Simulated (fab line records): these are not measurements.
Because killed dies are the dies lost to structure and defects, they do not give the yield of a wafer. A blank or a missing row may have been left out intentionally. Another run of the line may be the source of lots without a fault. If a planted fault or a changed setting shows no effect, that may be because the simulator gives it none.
Comparing a struck lot with a sound one	flow n5-finfet	15 out of 1938 route steps
Sound: wafers L629.1, L629.4, L629.6. Struck: wafer L640.2 (left out: L640.1, a lot-mate that was not struck); the cause follows at the end.
At each step with rows: each side's tool, then ch and its chambers, then its first start. Under that, the readings that differ: sound wafers	struck wafers	difference of the means	sigmas: that difference in standard deviations of wafers without a fault.
alike: readings whose means differ by less than 2 such deviations, and words and numbers that are the same on both sides. not compared: withheld readings, readings that some wafer has no value for, bounds like >300 that may hide the same value, and numbers for which the record gives no deviation and whose values overlap.
The two part at a step that has a row with sigmas, a row that says differs or no value, or rows on one side only. Numbers that have no deviation but don't overlap get no sigmas and don't part them. A reading that every wafer of one side lacks parts them only if that side has two wafers or more.

first, 3 steps without rows for these wafers: N5_BEOL_M9_EXPOSE_25 (exposes mask V8); N5_BEOL_M9_PEB_26 (peb time 60 s); N5_BEOL_M9_DEVELOP_27 (develop time 30 s).
N5_BEOL_M9_CD_MEAS_28 targets a cd of 70 nm.
  sound on cd-sem-01 ch 0, day 10 02:56; struck on cd-sem-01 ch 0, day 12 07:43
  alike: cd-nm
N5_BEOL_M9_OVL_MEAS_29:
  sound on overlay-01 ch 0, day 10 02:58; struck on overlay-02 ch 0, day 12 07:44
  alike: V8_OVL
N5_BEOL_M9_INSPECT_30: inspects for defects (brightfield).
  struck on defect-inspect-02, day 12 07:48; sound on defect-inspect-02, day 10 03:01
  alike: raw-defect-count
N5_BEOL_M9_DESCUM_33: chemistry O2, time 7 s.
  sound on rie-diel-01 ch 0,1, day 10 03:03; struck on rie-diel-01 ch 1, day 12 07:50
reading	sound	struck	difference	sigmas
throttle-valve-pct (%)	19.7 20.9 19.7	20.9	+0.8	+2
  alike: drypump-motor-current-A, oes-product-au, rf-vpp-V, showerhead-plenum-p-Torr, temp-c
  not compared: rf-hours-counter-h
N5_BEOL_M9_ETCH_76: etches underlayer in N2/H2, target depth 6.5 nm, time 5.2 s.
  sound on rie-diel-01 ch 0,1, day 10 03:05; struck on rie-diel-01 ch 1, day 12 07:52
  alike: drypump-motor-current-A, etch-rf-on-time-s, h2-flow-sccm, oes-product-au, rf-vpp-V, showerhead-plenum-p-Torr, throttle-valve-pct
  not compared: rf-hours-counter-h
N5_BEOL_M9_ETCH_65: etches SiARC in CF4, target depth 15.6 nm, time 26 s.
  sound on rie-diel-01 ch 0,1, day 10 03:06; struck on rie-diel-01 ch 1, day 12 07:53
  alike: drypump-motor-current-A, etch-rf-on-time-s, oes-product-au, rf-vpp-V, showerhead-plenum-p-Torr, throttle-valve-pct
  not compared: rf-hours-counter-h
N5_BEOL_M9_ETCH_66: etches SOC in N2/H2, target depth 80 nm, overetch 16 nm, time 120 s.
  sound on rie-diel-01 ch 0,1, day 10 03:08; struck on rie-diel-01 ch 1, day 12 07:55
  alike: drypump-motor-current-A, h2-flow-sccm, oes-product-au, rf-vpp-V, showerhead-plenum-p-Torr, temp-c, throttle-valve-pct
  not compared: rf-hours-counter-h
then, 2 steps without rows for these wafers: N5_BEOL_M9_STRIP_69 (strips in N2/H2); N5_BEOL_M9_STRIP_77 (strips in N2/H2).
N5_BEOL_M9_VIA_ETCH_34: etches SiCOH lowk in C4F6/O2, target depth 182.4 nm, time 68.4 s.
  sound on rie-diel-01 ch 0,1, day 10 03:14; struck on rie-diel-01 ch 1, day 12 08:01
reading	sound	struck	difference	sigmas
model.etch.depth-nm (nm)	180.5 177.3 180.3	272.3	+92.9	
model.SOC_of_BEOL_M9_COAT_63.thk-nm (nm)	51.6 51 51.4	46.6	-4.7	
  alike: drypump-motor-current-A, oes_f_703_au, oes-product-au, rf-vpp-V, showerhead-plenum-p-Torr, throttle-valve-pct
  not compared: rf-hours-counter-h
then, 1 step without rows for these wafers: N5_BEOL_M9_STRIP_73 (strips in C4F6/O2).
N5_PASSIVATION_PROBE_49:
  rows exist in the record for the sound wafers here (prober-02, day 12 12:35), none for the struck ones

## WHERE THEY PART
Last at N5_PASSIVATION_PROBE_49 as far as this record goes, first at N5_BEOL_M9_DESCUM_33.

WHY: what had been put in by the simulator
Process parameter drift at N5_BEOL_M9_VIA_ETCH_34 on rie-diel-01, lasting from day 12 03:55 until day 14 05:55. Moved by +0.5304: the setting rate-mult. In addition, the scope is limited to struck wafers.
